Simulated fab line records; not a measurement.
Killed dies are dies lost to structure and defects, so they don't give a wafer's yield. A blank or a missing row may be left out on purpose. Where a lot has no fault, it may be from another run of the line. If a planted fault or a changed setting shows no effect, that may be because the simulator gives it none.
Chamber matching | flow n5-finfet | N5_BEOL_M1_ILD_DEP_00 on pecvd-02 has 3 sister chambers
The step deposits SiOC from DEMS/O2, target thk 79 nm, time 15.3 s. 3 wafers are shown with their chamber, then 9 later ones without.

== EACH WAFER AND ITS CHAMBER ==
wafer  | chamber | throttle-valve-pct (%)
L086.1 | 1       | 11.9
L086.3 | 2       | 11.4
L086.5 | 0       | 13.1

== WAFERS WHOSE CHAMBER IS MISSING ==
wafer  | throttle-valve-pct (%)
L088.3 | 13.0
L088.5 | 11.9
L088.6 | 12.9
L091.1 | 11.9
L091.2 | 12.9
L091.6 | 13.0
L097.1 | 11.5
L097.3 | 13.0
L097.6 | 11.8

== CHAMBER TAKEN BY EACH ==
wafer  | from the rows above | in truth
L088.3 | 0                   | 0
L088.5 | 1                   | 1
L088.6 | 0                   | 0
L091.1 | 1                   | 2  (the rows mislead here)
L091.2 | 0                   | 0
L091.6 | 0                   | 0
L097.1 | 2                   | 2
L097.3 | 0                   | 0
L097.6 | 1                   | 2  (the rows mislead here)
Correct placement for 7 of the 9. Number that these rows cannot place: 0. Wrongly placed: 2.
How it was worked out, from the rows above alone: a wafer's distance from a chamber is the root of the sum, over the readings, of the square of ((its reading less the chamber's mean) divided by the reading's scatter). If the next closest chamber is less than 2 further off than the closest, the wafer can't be placed; otherwise it belongs to the closest. A chamber's mean is the mean of its shown wafers. The scatter: with one shown wafer a chamber, the root of the mean of the squares of how far each hidden wafer lies from its nearest shown one.
